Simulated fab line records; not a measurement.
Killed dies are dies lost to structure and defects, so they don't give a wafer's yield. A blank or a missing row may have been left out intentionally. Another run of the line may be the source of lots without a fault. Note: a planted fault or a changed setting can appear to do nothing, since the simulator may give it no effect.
Split-lot experiment | flow n5Finfet | route with 1938 steps; 7 lots, 21 wafers read

## ABOUT THE SPLIT
At N5_BEOL_M2_TRENCH_ETCH_37 (etches SiOC in C4F6/O2, target depth 55.555 nm, time 29.2 s), the setting timeS was moved away from the recipe's 29.2 s on 4 of the 21 wafers read, by -20.7% to +8.8%. All remaining wafers had this setting at the recipe value.

## FROM THE SPLIT TO THE READING: what the file shows between them, 14 steps
- N5_BEOL_M2_ETCH_41: etches SiCN in CH3F/O2, target depth 29.9 nm, time 52.5 s
- N5_BEOL_M2_STRIP_97: strips in N2/H2, time 10 s
- N5_BEOL_M2_OCD_MEAS_38
- N5_BEOL_M2_SURFACE_TREAT_85 (also split here: timeS)
- N5_BEOL_M2_CVD_47: deposits Co from CCTBA/H2, target thk 3 nm, time 223.8 s
- N5_BEOL_M2_SPUTTER_48: material Cu, target thk 4.5 nm, time 8.29 s
- N5_BEOL_M2_ECD_50: material Cu, target thk 300 nm
- N5_BEOL_M2_ANNEAL_51: time 90 s
- N5_BEOL_M2_CMP_52: polishes, stops on SiOC, t overpolish 6.8 s, target thk 40 nm
- N5_BEOL_M2_THK_MEAS_53: measures by xrf
- N5_BEOL_M2_PRE_CLEAN_60: time 15 s
- N5_BEOL_M2_CO_CAP_55: material Co, precursor CCTBA/H2, target thk 2 nm, time 102.1 s
- N5_BEOL_M2_PRE_CLEAN_56: time 15 s
- N5_BEOL_M2_DEP_57: deposits SiCN from 3MS/NH3, target thk 8 nm, time 14 s

## THE READING
M2_RS (ohm/sq), read at N5_BEOL_M2_RS_MEAS_58 with a four-point probe. Fault-free wafers of this fab line usually give 0.67 ohm/sq, standard deviation 0.033 ohm/sq.

wafer  | tool, chamber at the split | timeS as run, s | against the recipe | M2_RS, ohm/sq | against lot-mates on the recipe
L074.1 | rieDiel-06, 3              | 29.2            | recipe             | 0.65          | -
L074.2 | rieDiel-06, 1              | 29.2            | recipe             | 0.63          | -
L074.4 | rieDiel-06, 0              | 26.49           | -9.3%              | 0.79          | +0.15
L077.1 | rieDiel-05, 2              | 29.2            | recipe             | 0.66          | -
L077.5 | rieDiel-05, 3              | 31.77           | +8.8%              | 0.58          | -0.08
L077.6 | rieDiel-05, 2              | 31.77           | +8.8%              | 0.56          | -0.10
L079.1 | rieDiel-04, 0              | 29.2            | recipe             | 0.72          | -
L079.2 | rieDiel-04, 3              | 29.2            | recipe             | 0.66          | -
L079.3 | rieDiel-04, 2              | 29.2            | recipe             | 0.66          | -
L080.1 | rieDiel-05, 0              | 29.2            | recipe             | 0.71          | -
L080.4 | rieDiel-05, 1              | 29.2            | recipe             | 0.66          | -
L080.6 | rieDiel-05, 2              | 29.2            | recipe             | 0.69          | -
L084.2 | rieDiel-06, 0              | 29.2            | recipe             | 0.66          | -
L084.3 | rieDiel-06, 1              | 23.15           | -20.7%             | 0.94          | +0.31
L084.6 | rieDiel-06, 3              | 29.2            | recipe             | 0.59          | -
L090.2 | rieDiel-04, 3              | 29.2            | recipe             | 0.64          | -
L090.4 | rieDiel-04, 3              | 29.2            | recipe             | 0.62          | -
L090.5 | rieDiel-04, 1              | 29.2            | recipe             | 0.70          | -
L092.1 | rieDiel-04, 2              | 29.2            | recipe             | 0.67          | -
L092.2 | rieDiel-04, 1              | 29.2            | recipe             | 0.66          | -
L092.3 | rieDiel-04, 3              | 29.2            | recipe             | 0.62          | -

THE FIT
A straight line over all 21 wafers: M2_RS changes by -0.0128 ohm/sq for each +1% of timeS; r = -0.92; the points scatter about the line by 0.032 ohm/sq.
The same after taking each lot's own level away (the mean of its wafers on the recipe; 21 wafers): -0.0141 ohm/sq for each +1%; r = -0.95; scatter 0.027 ohm/sq.
That fit puts the effect of the largest move of timeS on the reading at 0.29 ohm/sq.
The span of the lots' own levels, 0.625 to 0.687 ohm/sq, comes to 1.9 times the standard deviation stated above.
So the lot-to-lot level changes the slope little: the two slopes agree.
Check: +0.262 ohm/sq against its lot-mates is what the line predicts for one of the wafers moved furthest among these (-20.7%) when that wafer is left out of the fit. It came out at +0.315 ohm/sq against them.

## OTHER SPLITS APPLIED TO THESE WAFERS
Note: prior to the reading, these wafers also went through further splits. Each is held against what the fit with the lots' levels taken away leaves over:
other split on the same wafers          | wafers away from the commonest value | r with M2_RS (lot level and that fit taken away)
N5_BEOL_M0_TRENCH_ETCH_107 targetDepthA | 9                                    | +0.23
N5_BEOL_M0_ETCH_109 biasW               | 7                                    | +0.11
N5_BEOL_M1_ALD_98 aldCycles             | 4                                    | -0.06
N5_BEOL_M1_TRENCH_ETCH_37 biasW         | 6                                    | +0.20
N5_BEOL_M2_DESCUM_16 timeS              | 10                                   | +0.00
N5_BEOL_M2_SURFACE_TREAT_85 timeS       | as run: not given for these wafers   | -

## THE WHOLE CHAIN: every reading that the file lists as answering this split, in the file's order
step                      | what it does                                                  | reading                                                                     | change (the file's fit)               | r (the file's)
N5_BEOL_M2_TRENCH_ETCH_37 | etches SiOC in C4F6/O2, target depth 55.555 nm, time 29.2 s   | etch.depthNm (the simulator's own value, which no gauge read)               | +0.546 nm for each +1% of the setting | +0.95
N5_BEOL_M2_TRENCH_ETCH_37 | etches SiOC in C4F6/O2, target depth 55.555 nm, time 29.2 s   | BEOL_M2.featureDepthNm (the simulator's own value, which no gauge read)     | +0.545 nm for each +1% of the setting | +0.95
N5_BEOL_M2_OCD_MEAS_38    |                                                               | trenchDepthNm                                                               | +0.547 nm for each +1% of the setting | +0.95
N5_BEOL_M2_CMP_52         | polishes, stops on SiOC, t overpolish 6.8 s, target thk 40 nm | Cu_of_BEOL_M2_ECD_50.thkNm (the simulator's own value, which no gauge read) | +0.568 nm for each +1% of the setting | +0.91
N5_BEOL_M2_THK_MEAS_53    | measures by xrf                                               | M2_THK                                                                      | +0.577 for each +1% of the setting    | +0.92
N5_BEOL_M2_RS_MEAS_58     | measures by four-point-probe                                  | M2_RS                                                                       | -0.0146 for each +1% of the setting   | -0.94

## FILE'S OWN FIT
M2_RS changes by -0.0146 ohm/sq for each +1% of timeS, r = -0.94.
